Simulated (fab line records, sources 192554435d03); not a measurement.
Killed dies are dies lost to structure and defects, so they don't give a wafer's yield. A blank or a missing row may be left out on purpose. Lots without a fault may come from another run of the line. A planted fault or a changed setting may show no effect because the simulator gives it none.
fab line records | flow n5_finfet | part 1 of 2: steps 1 to 16 of 17
record lots=7 wafers=21 last_day=19
route steps=1938 shown SDB@366 DUMMY_REMOVAL@377 BEOL_M4@1111 PASSIVATION@1936
lots that met no fault: from a run of the same line without faults
start_h: hours from the record's first day to the start of the lot's first wafer shown | wait_h: hours since the lot's step before | " the same as in the row above | L1.1+2: a row that stands for several wafers | - no value, or no start given | * or withheld: withheld | < > ~ a bound
route shown NAME@n: a module of which the file shows steps, and the number in the route of the first | usual: mean/standard deviation of fault-free wafers | same: alike in all rows | chamber/n: place in a boat | sites: the reading at each site | _std_site: their standard deviation | _edge_site: outer sites' mean less inner sites' | radius_mm: how far each site lies from the wafer's centre | mask NAME#n: copy n | behind: the tool/chamber that last shaped the wafer | hold: why the lot was held/for how many hours/how that ended | device: the transistor (n, p or np) that didn't switch | end of line: the same wafers' tests at the end of the route | a step without rows: its recipe alone | killed: dies lost to structure and defects at the first sort, not the wafer's yield | map: a wafer's dies, x killed, . not, _ none there
set.NAME: the setting as run; set.NAME@STEP: as run at that earlier step | model.NAME: the simulator's own value behind a step, which no gauge read
lots at some steps of the route; a table a step, a row a wafer
services: from which hour (start_h, from the record's first day; less than 0 if before it) a tool's chamber was out of use, for how many hours, and why
## steps
# step N5_SDB_PRECLEAN_23
# recipe chemistry=dHF time_s=30 temp_c=25 dilution=withheld
# step N5_SDB_DUMMY_REMOVE_24
# recipe chemistry=TMAH temp_c=70 target=poly-Si stop_on=SiO2 target_depth_nm=142 conc_wt_pct=5 time_s=57 dry=ipa_marangoni rinse_time_s=30 rinse_temp_c=23
# step N5_SDB_ETCH_25
# recipe chemistry=C4F6/O2 target=SiO2 target_depth_a=100 time_s=3.3 ion_energy_ev=250 mask_material=SiNx pressure_mtorr=30 source_w=345 bias_w=185 Ar_flow_sccm=300 C4F6_flow_sccm=10 O2_flow_sccm=10
# usual O2_flow_sccm=9.998/0.029 drypump_motor_current_A=5.8/0.42 oes_product_au=0.75/0.066 rf_vpp_V=669/5.7 showerhead_plenum_p_Torr=2.88/0.052 throttle_valve_pct=21.15/0.15
# columns lot.wafer tool chamber start_h wait_h O2_flow_sccm drypump_motor_current_A oes_product_au rf_hours_counter_h rf_vpp_V showerhead_plenum_p_Torr throttle_valve_pct
L594.3 rie_diel-02 1 96.91 0.2 10.063 5.7 0.76 146 674 2.86 21.29
L594.4 " 3 " " 10.042 5.8 0.72 201 676 2.93 21.23
L594.5 " 0 " " 9.996 6.2 0.90 - 674 2.89 21.04
L601.1 rie_diel-02 1 155.41 0.1 9.978 5.7 0.75 164 675 2.85 21.31
L601.4 " 3 " " 10.034 5.8 0.72 217 674 2.92 21.26
L601.5 " 0 " " 10.031 6.2 0.86 - 672 2.89 21.05
L604.1 rie_diel-04 3 168.50 0.0 9.989 5.3 0.68 212 656 2.94 21.35
L604.3 " 1 " " 10.031 5.3 0.70 203 674 2.94 21.12
L604.6 " 3 " " 9.989 5.3 0.68 - 656 2.94 21.34
L605.1 rie_diel-02 1 169.44 0.0 9.957 5.6 0.74 170 675 2.85 21.33
L605.3 " 2 " " 9.964 4.9 0.74 156 673 2.85 21.42
L605.6 " 0 " " 10.006 6.2 0.86 - 673 2.88 21.04
L606.2 rie_diel-02 3 181.17 0.0 9.957 5.8 0.70 227 675 2.92 21.27
L606.5 " 0 " " 10.020 6.2 0.87 - 672 2.88 21.06
L606.6 " 1 " " 10.039 5.7 0.74 - 674 2.85 21.33
L607.1 rie_diel-04 0 182.99 0.0 10.041 6.0 0.67 225 666 2.81 21.02
L607.5 " 1 " " 9.993 5.3 0.70 - 673 2.94 21.13
L607.6 " 0 " " 10.029 6.0 0.68 - 667 2.81 21.04
L608.1 rie_diel-05 1 195.18 0.0 10.012 6.3 0.86 47 669 2.78 20.86
L608.2 " 0 " " 9.986 6.2 0.75 135 665 2.86 21.22
L608.4 " 2 " " 10.009 5.7 0.72 203 664 2.83 21.03
# step N5_SDB_CUT_ETCH_26
# recipe chemistry=HBr/Cl2/O2 target=Si target_depth_a=1296 bt_time_s=20 mask_material=SiNx time_s=51.8 ion_energy_ev=* bias_w=* pressure_mtorr=10 icp_w=800 HBr_flow_sccm=150 Cl2_flow_sccm=80 O2_flow_sccm=12
# usual O2_flow_sccm=12.00/0.034 drypump_motor_current_A=5.8/0.52 oes_product_au=1.002/0.02 throttle_valve_pct=37.32/0.27
# columns lot.wafer tool chamber start_h wait_h O2_flow_sccm drypump_motor_current_A oes_product_au rf_hours_counter_h throttle_valve_pct
L594.3 rie_si-01 1 97.00 0.1 11.98 6.6 1.030 83 37.50
L594.4 " 2 " " 11.99 6.4 0.995 70 37.34
L594.5 " 3 " " 12.04 5.7 1.001 - 36.85
L601.1 rie_si-01 0 155.50 0.1 11.99 5.4 0.989 93 37.28
L601.4 " 1 " " 12.04 6.7 1.030 84 37.49
L601.5 " 3 " " 11.97 5.7 0.993 - 36.84
L604.1 rie_si-02 1 168.58 0.1 12.03 5.8 0.987 185 37.69
L604.3 " 2 " " 11.98 5.0 1.022 73 37.71
L604.6 " 3 " " 11.96 5.6 0.975 - 37.22
L605.1 rie_si-01 2 169.53 0.1 11.96 6.3 1.002 72 37.34
L605.3 " 1 " " 12.00 6.7 1.030 84 37.48
L605.6 " 2 " " 11.99 6.4 1.004 - 37.33
L606.2 rie_si-01 0 181.25 0.1 11.98 5.5 0.992 94 37.29
L606.5 " 2 " " 12.05 6.4 1.004 - 37.33
L606.6 " 1 " " 12.05 6.7 1.027 - 37.47
L607.1 rie_si-03 3 183.07 0.1 11.99 4.9 1.024 81 37.44
L607.5 " 3 " " 12.00 4.9 1.024 - 37.44
L607.6 " 0 " " 12.03 6.0 0.975 - 36.88
L608.1 rie_si-02 1 195.26 0.1 12.02 5.8 0.983 185 37.71
L608.2 " 3 " " 12.02 5.6 0.967 6 37.19
L608.4 " 0 " " 11.91 5.4 1.021 33 37.47
# step N5_SDB_PRECLEAN_38
# recipe chemistry=dHF time_s=10 dilution=750:1 temp_c=25
# step N5_SDB_PRECLEAN_39
# recipe chemistry=O3/DIW time_s=45 temp_c=22 o3_ppm=10
# step N5_SDB_SRD_28
# recipe dry=ipa_marangoni time_s=30 temp_c=23 rinse_liquid=diw
# step N5_SDB_ALD_29
# recipe material=SiNx target_thk_a=300 temp_c=400 ald_precursor_family=SiH2I2 ald_co_reactant=N2/H2-plasma pulse_time_s=1 ald_cycles=600 purge_time_s=2 co_reactant_purge_time_s=2 pressure_torr=2
# usual heater_power_w=834/99 precursor_pulse_height_rel=0.998/0.019
# columns lot.wafer tool chamber start_h wait_h heater_power_w precursor_pulse_height_rel since_wet_clean_h
L594.3 ald_sin-03 0 97.18 0.0 781 1.021 287
L594.4 " 3 " " 871 1.011 287
L594.5 " 2 98.53 1.4 1058 0.978 -
L601.1 ald_sin-04 3 155.91 0.3 750 0.989 57
L601.4 " 2 " " 736 0.966 57
L601.5 " 3 157.27 1.6 767 1.015 -
L604.1 ald_sin-01 3 168.76 0.0 851 0.999 161
L604.3 " 1 " " 749 1.007 161
L604.6 " 1 170.11 1.4 739 0.969 -
L605.1 ald_sin-04 2 169.71 0.0 723 0.998 71
L605.3 " 0 " " 663 1.011 71
L605.6 " 3 171.06 1.4 754 1.045 -
L606.2 ald_sin-01 3 181.44 0.0 834 1.018 173
L606.5 " 1 182.79 1.4 750 0.992 -
L606.6 " 2 " " 875 0.981 -
L607.1 ald_sin-01 2 184.21 1.0 876 0.966 176
L607.5 " 2 185.57 2.3 857 0.994 -
L607.6 " 3 " " 856 1.024 -
L608.1 ald_sin-04 1 195.45 0.0 764 1.005 97
L608.2 " 2 " " 718 0.964 97
L608.4 " 0 " " 700 1.000 97
# step N5_SDB_CMP_30
# recipe stop_on=poly-Si t_overpolish_s=1.54 post_cmp_clean=alkaline_brush down_force_psi=4.1491 platen_rpm=51.796 pad_velocity_m_s=1.0306 target_thk_nm=30
# usual motor_current_A=12.8/1.3 overpolish_run_s=1.539/0.0084 time_to_endpoint_s=17.6/2.2
# columns lot.wafer tool chamber start_h wait_h motor_current_A overpolish_run_s time_to_endpoint_s
L594.4 cmp-02 2 99.91 1.4 14.2 1.537 14.2
L594.3 " 0 " " 15.7 1.551 16.7
L594.5 " 2 " " 14.1 1.542 16.5
L601.1 cmp-02 2 158.65 1.4 14.5 1.544 17.6
L601.4 " 3 " " 11.5 1.533 17.0
L601.5 " 3 " " 12.2 1.535 18.2
L604.3 cmp-04 1 171.51 1.4 13.9 1.546 15.2
L604.1 " 3 " " 12.1 1.526 19.0
L604.6 " 2 " " 11.6 1.537 20.4
L605.3 cmp-03 2 172.44 1.4 13.4 1.557 15.4
L605.1 " 3 " " 13.5 1.543 19.0
L605.6 " 2 " " 13.8 1.537 16.1
L606.2 cmp-04 1 184.21 1.4 13.0 1.545 17.9
L606.6 " 0 " " 13.0 1.544 21.1
L606.5 " 1 " " 12.9 1.548 17.8
L607.1 cmp-04 3 186.95 1.4 11.4 1.548 16.5
L607.6 " 3 " " 11.1 1.535 15.0
L607.5 " 0 " " 13.1 1.546 16.0
L608.1 cmp-03 3 198.23 1.4 13.3 1.540 16.8
L608.2 " 1 " " 13.1 1.539 16.6
L608.4 " 2 " " 13.8 1.539 12.1
# step N5_SDB_THK_MEAS_31
# recipe reads=a-Si_of_DUMMY_GATE_CVD_03
# usual SDB_THK=64.2/1.1
# columns lot.wafer tool chamber start_h wait_h SDB_THK[nm]
L594.3 film_metro-01 - 100.21 - 64.0
L594.4 " - " " 64.5
L594.5 " - " " 64.9
L601.1 film_metro-01 - 158.94 - 65.1
L601.4 " - " " 63.3
L601.5 " - " " 63.7
L604.1 film_metro-02 - 171.80 - 64.5
L604.3 " - " " 64.4
L604.6 " - " " 63.9
L605.1 film_metro-02 - 172.75 0.2 65.2
L605.3 " - " " 65.3
L605.6 " - " " 64.7
L606.2 film_metro-02 - 184.47 - 65.6
L606.5 " - " " 63.2
L606.6 " - " " 65.2
L607.1 film_metro-02 - 187.24 - 64.0
L607.5 " - " " 62.5
L607.6 " - " " 62.5
L608.1 film_metro-02 - 198.52 - 63.8
L608.2 " - " " 63.1
L608.4 " - " " 62.2
# step N5_DUMMY_REMOVAL_HM_STRIP_01
# recipe chemistry=CH3F/O2 material=SiNx target_depth_a=40 stop_on=poly-Si time_s=6.8 over_etch_frac=0.3 ion_energy_ev=60 power_w=410 bias_w=29 Ar_flow_sccm=150 CH3F_flow_sccm=30 O2_flow_sccm=20
# usual CH3F_flow_sccm=30.00/0.089 O2_flow_sccm=20.01/0.061 drypump_motor_current_A=6.0/0.55 oes_product_au=0.64/0.064 rf_vpp_V=127.5/1.1 showerhead_plenum_p_Torr=2.00/0.065 throttle_valve_pct=16.46/0.2
# columns lot.wafer tool chamber start_h wait_h CH3F_flow_sccm O2_flow_sccm drypump_motor_current_A oes_product_au rf_hours_counter_h rf_vpp_V showerhead_plenum_p_Torr throttle_valve_pct
L594.3 rie_diel-01 2 100.33 0.1 29.95 20.09 6.4 0.57 248 125.7 1.88 16.85
L594.4 " 0 " " 29.97 20.00 6.6 0.68 62 126.3 1.95 16.56
L594.5 " 2 " " 29.98 20.10 6.4 0.57 - 127.3 1.88 16.86
L601.1 rie_diel-01 1 159.18 0.2 30.05 19.90 6.3 0.63 129 126.7 2.00 16.25
L601.4 " 2 " " 30.05 20.00 6.4 0.76 - 128.0 2.13 16.40
L601.5 " 0 " " 30.09 19.98 6.7 0.66 - 127.1 1.94 16.61
L604.1 rie_diel-01 2 171.86 0.0 30.03 19.92 6.4 0.75 12 128.4 2.13 16.42
L604.3 " 0 " " 29.96 20.00 6.6 0.66 85 126.6 1.94 16.61
L604.6 " 1 " " 29.89 20.07 6.3 0.63 - 128.2 2.00 16.27
L605.1 rie_diel-03 3 172.81 0.0 29.91 20.05 5.4 0.73 31 126.7 2.03 16.28
L605.3 " 0 " " 29.87 20.10 5.6 0.59 185 127.4 1.99 16.58
L605.6 " 2 " " 30.14 19.99 5.0 0.62 - 127.6 2.09 16.39
L606.2 rie_diel-01 0 184.65 0.2 30.03 19.91 6.6 0.66 89 126.9 1.94 16.62
L606.5 " 1 " " 30.10 20.02 6.3 0.62 - 128.0 2.00 16.30
L606.6 " 2 " " 30.13 19.96 6.4 0.73 - 127.8 2.12 16.42
L607.1 rie_diel-01 2 187.31 0.0 30.02 20.05 6.4 0.73 18 128.8 2.12 16.41
L607.5 " 0 " " 29.83 19.94 6.6 0.65 - 125.3 1.94 16.60
L607.6 " 1 " " 30.01 20.07 6.3 0.61 - 127.3 2.00 16.28
L608.1 rie_diel-03 1 198.63 0.1 29.96 20.09 6.1 0.60 155 126.7 1.91 15.98
L608.2 " 2 " " 29.99 20.05 5.0 0.62 149 127.4 2.09 16.43
L608.4 " 3 " " 30.04 20.01 5.3 0.71 42 128.5 2.03 16.29
# step N5_DUMMY_REMOVAL_STRIP_10
# recipe chemistry=N2/H2 time_s=40 power_w=100 temp_c=40 pressure_mtorr=100 rf_frequency_hz=6e+07 bias_power_w=3 n2_flow_sccm=300 h2_flow_sccm=300
# usual bias_power_w=2.998/0.009 chamber_pressure_mTorr=100.00/0.087 drypump_motor_current_A=6.0/0.55 n2_flow_sccm=300.0/0.88 oes_product_au=0.79/0.082 rf_vpp_V=45.2/0.89 showerhead_plenum_p_Torr=3.38/0.11 throttle_valve_pct=12.34/0.2
# columns lot.wafer tool chamber start_h wait_h bias_power_w chamber_pressure_mTorr drypump_motor_current_A n2_flow_sccm oes_product_au rf_hours_counter_h rf_vpp_V showerhead_plenum_p_Torr throttle_valve_pct
L594.3 rie_diel-01 2 100.37 0.0 2.986 100.06 6.4 300.4 0.70 248 44.4 3.20 12.85
L594.4 " 0 " " 2.996 99.90 6.6 300.0 0.84 62 45.5 3.29 12.33
L594.5 " 2 " " 2.990 99.89 6.4 299.0 0.70 - 44.7 3.20 12.87
L601.1 rie_diel-01 1 159.22 0.0 2.997 99.95 6.3 299.0 0.78 129 44.4 3.39 12.18
L601.4 " 2 " " 3.009 99.96 6.4 299.6 0.93 - 45.4 3.60 12.25
L601.5 " 0 " " 3.005 99.86 6.6 299.1 0.82 - 44.6 3.28 12.38
L604.1 rie_diel-01 2 171.90 0.0 - - - - - - - - -
L604.3 " 0 " " - - - - - - - - -
L604.6 " 1 " " - - - - - - - - -
L605.1 rie_diel-03 3 172.85 0.0 - - - - - - - - -
L605.3 " 0 " " - - - - - - - - -
L605.6 " 2 " " - - - - - - - - -
L606.2 rie_diel-01 0 184.68 0.0 - - - - - - - - -
L606.5 " 1 " " - - - - - - - - -
L606.6 " 2 " " - - - - - - - - -
L607.1 rie_diel-01 2 187.34 0.0 2.984 99.94 6.4 301.5 0.90 18 47.0 3.59 12.27
L607.5 " 0 " " 2.995 99.75 6.6 300.3 0.80 - 45.3 3.27 12.41
L607.6 " 1 " " 2.999 100.14 6.3 299.5 0.76 - 46.3 3.38 12.22
L608.1 rie_diel-03 1 198.67 0.0 3.020 99.97 6.1 299.7 0.73 155 44.0 3.24 12.05
L608.2 " 2 " " 2.998 100.09 5.0 299.2 0.76 149 44.8 3.51 12.27
L608.4 " 3 " " 3.008 99.98 5.3 300.9 0.89 42 45.5 3.44 12.14
# step N5_DUMMY_REMOVAL_PRECLEAN_07
# recipe chemistry=dHF time_s=30 temp_c=25 dilution=withheld
# step N5_DUMMY_REMOVAL_DUMMY_REMOVE_02
# recipe chemistry=TMAH temp_c=70 target=poly-Si stop_on=SiO2 target_depth_nm=142 conc_wt_pct=5 time_s=57 dry=ipa_marangoni rinse_time_s=30 rinse_temp_c=23
# step N5_DUMMY_REMOVAL_PRECLEAN_08
# recipe chemistry=NF3:NH3 afs_cycles=2 temp_c=30 time_s=20 sublimation_temp_c=180 sublimation_time_s=60 pressure_torr=3 rf_power_w=30
# step N5_BEOL_M4_RC_MEAS_101
# usual DIBL_N=36.0/1.3 DIBL_P=36.2/1.7 IOFF_N=0.155/0.024 IOFF_P=0.21/0.034 ION_N=674/9 ION_P=463/7.1 SS_N=71.4/0.5 SS_P=73.4/0.57 VT_N=250.0/2.8 VT_P=-251/3.2
# columns lot.wafer tool chamber start_h wait_h DIBL_N[mV/V] DIBL_P[mV/V] IOFF_N[nA/um] IOFF_P[nA/um] ION_N[uA/um] ION_P[uA/um] SS_N[mV/dec] SS_P[mV/dec] VT_N[mV] VT_P[mV]
L601.1 prober-01 0 295.73 0.0 35.1 35.8 0.161 0.21 676 462 72.1 73.3 249.1 -250
L601.4 " 0 " " 35.6 36.7 0.174 0.23 679 464 71.7 74.4 246.4 -246
L601.5 " 0 " " 34.1 34.7 0.149 0.19 674 460 71.1 72.4 247.5 -249
L607.1 prober-02 0 295.87 0.0 37.2 37.1 0.167 0.27 682 473 71.1 73.8 246.3 -246
L607.5 " 0 " " 38.9 39.1 0.200 0.32 689 483 71.7 74.3 245.4 -243
L607.6 " 0 " " 39.7 40.0 0.219 0.33 702 479 71.8 74.2 245.5 -242
L608.1 prober-01 0 327.21 0.0 36.0 35.8 0.151 0.23 683 470 72.1 73.0 251.5 -248
L608.2 " 0 " " 37.4 37.8 0.175 0.26 684 477 71.5 73.9 246.8 -245
L608.4 " 0 " " 37.0 36.7 0.169 0.24 678 469 72.1 73.8 250.7 -248
L594.3 prober-02 0 347.60 0.3 36.5 37.7 0.170 0.21 685 462 71.5 74.0 247.0 -250
L594.4 " 0 " " 37.6 38.7 0.187 0.23 672 460 71.6 74.2 249.8 -250
L594.5 " 0 " " 37.2 37.9 0.179 0.21 671 457 71.6 73.6 248.8 -252
## key
first_sign step=N5_DUMMY_REMOVAL_STRIP_10 reading=tool_record direction=missing
effect step=N5_PASSIVATION_PROBE_49 reading=killed_at_front_end direction=up sigmas=95 usual=40 struck=1124
more_kills_born_at N5_DUMMY_REMOVAL_STRIP_10@rie_diel-01=6072
met_at N5_DUMMY_REMOVAL_STRIP_10
struck_wafers L604.1,L604.3,L604.6,L605.1,L605.3,L605.6,L606.2,L606.5,L606.6
rows_end L605.1,L605.3,L605.6
later_rows_left_out L604.1,L604.3,L604.6,L606.2,L606.5,L606.6
tester_left_out L604,L606
onset_between 159.22 171.90
earlier_fault kind=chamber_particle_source tool=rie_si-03 chamber=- onset_h=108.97 steps=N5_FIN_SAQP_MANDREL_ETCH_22 rate_per_visit_cm2=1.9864 until_the_next_wet_clean=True
fault kind=skipped_step_whole tool=rie_diel-01,rie_diel-03 chamber=- onset_h=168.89 steps=N5_DUMMY_REMOVAL_STRIP_10 scope=struck_lots_only
# tester_left_out: of these lots the tester's yield and bins aren't shown, on N5 and GAA mostly nor the transistor test; their killed dies are dies lost to structure and defects alone, not to doping, threshold or leakage, so they don't give the yield
# later_rows_left_out: the simulator's readings of these wafers behind a module that went badly wrong aren't trusted and aren't shown, but for the sort
# rows_end: these wafers met a further fault down the route, and their rows from its step on are left out
